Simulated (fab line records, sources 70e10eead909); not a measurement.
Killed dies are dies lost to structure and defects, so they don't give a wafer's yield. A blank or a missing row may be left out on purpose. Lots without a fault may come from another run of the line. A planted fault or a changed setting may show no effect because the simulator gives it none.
Chamber matching | flow nand_harc | NHARC_A_BLC_ALD_23 on ald_metal-02: 4 sister chambers
The step deposits TiN, target thk 3 nm, pulse time 1 s, ald cycles 150. 24 wafers are shown with their chamber, then 12 later ones without.

WAFERS WITH THEIR CHAMBER
wafer  | chamber | heater_power_w (W) | precursor_pulse_height_rel
L078.1 | 3       | 1124               | 0.979
L078.3 | 0       | 1096               | 0.983
L078.5 | 2       | 1036               | 1.005
L077.3 | 1       | 999                | 1.000
L077.5 | 0       | 1100               | 1.002
L077.6 | 1       | 967                | 0.987
L081.4 | 2       | 1089               | 1.022
L081.5 | 1       | 1009               | 0.993
L081.6 | 2       | 1125               | 1.010
L085.3 | 2       | 1132               | 0.974
L085.4 | 0       | 1073               | 1.030
L085.6 | 1       | 1015               | 0.981
L089.1 | 1       | 1002               | 0.987
L089.2 | 0       | 1086               | 0.973
L089.5 | 0       | 1082               | 0.986
L088.1 | 2       | 1056               | 0.987
L088.2 | 3       | 1145               | 0.999
L088.6 | 3       | 1172               | 1.036
L090.1 | 2       | 1089               | 0.985
L090.3 | 1       | 1006               | 0.968
L090.6 | 3       | 1110               | 0.985
L094.1 | 3       | 1144               | 0.989
L094.4 | 2       | 1075               | 1.017
L094.6 | 2       | 1111               | 0.998

SIGNATURES (means of the wafers above)
reading                    | chamber 0 | chamber 1 | chamber 2 | chamber 3 | scatter within a chamber
heater_power_w             | 1087.40   | 999.67    | 1089.12   | 1139.00   | 24.3
precursor_pulse_height_rel | 0.99480   | 0.98600   | 0.99975   | 0.99760   | 0.0182
Rule: a wafer's distance from a chamber is the root of the sum, over the readings, of the square of ((its reading less the chamber's mean) divided by the reading's scatter). The wafer belongs to the nearest chamber; if the next one is less than 2 further off, it can't be placed. The scatter: the root of (the sum of the squares of (reading less its chamber's mean) over the shown wafers, divided by (wafers less chambers)).

WAFERS WITHOUT THEIR CHAMBER
wafer  | heater_power_w (W) | precursor_pulse_height_rel
L092.2 | 1096               | 1.001
L092.3 | 1010               | 1.000
L092.5 | 986                | 1.009
L093.4 | 1016               | 1.003
L093.5 | 1094               | 1.031
L093.6 | 1008               | 1.001
L096.1 | 1145               | 0.991
L096.2 | 1035               | 1.004
L096.4 | 1149               | 0.988
L096.3 | 1113               | 1.015
L096.5 | 1129               | 1.027
L096.6 | 1034               | 0.989

WHICH CHAMBER EACH WENT THROUGH
wafer  | from the rows above          | in truth
L092.2 | can't be placed: 2 or 0 or 3 | 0
L092.3 | 1                            | 1
L092.5 | 1                            | 1
L093.4 | can't be placed: 1 or 0 or 2 | 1
L093.5 | can't be placed: 2 or 0 or 3 | 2
L093.6 | 1                            | 1
L096.1 | can't be placed: 3 or 2 or 0 | 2
L096.2 | can't be placed: 1 or 0 or 2 | 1
L096.4 | can't be placed: 3 or 2 or 0 | 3
L096.3 | can't be placed: 2 or 3 or 0 | 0
L096.5 | can't be placed: 3 or 2 or 0 | 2
L096.6 | can't be placed: 1 or 0 or 2 | 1
Placed correctly: 3 of 12. Can't be placed from these rows: 9 (the true chamber is among the candidates in 9). Placed wrongly: 0.
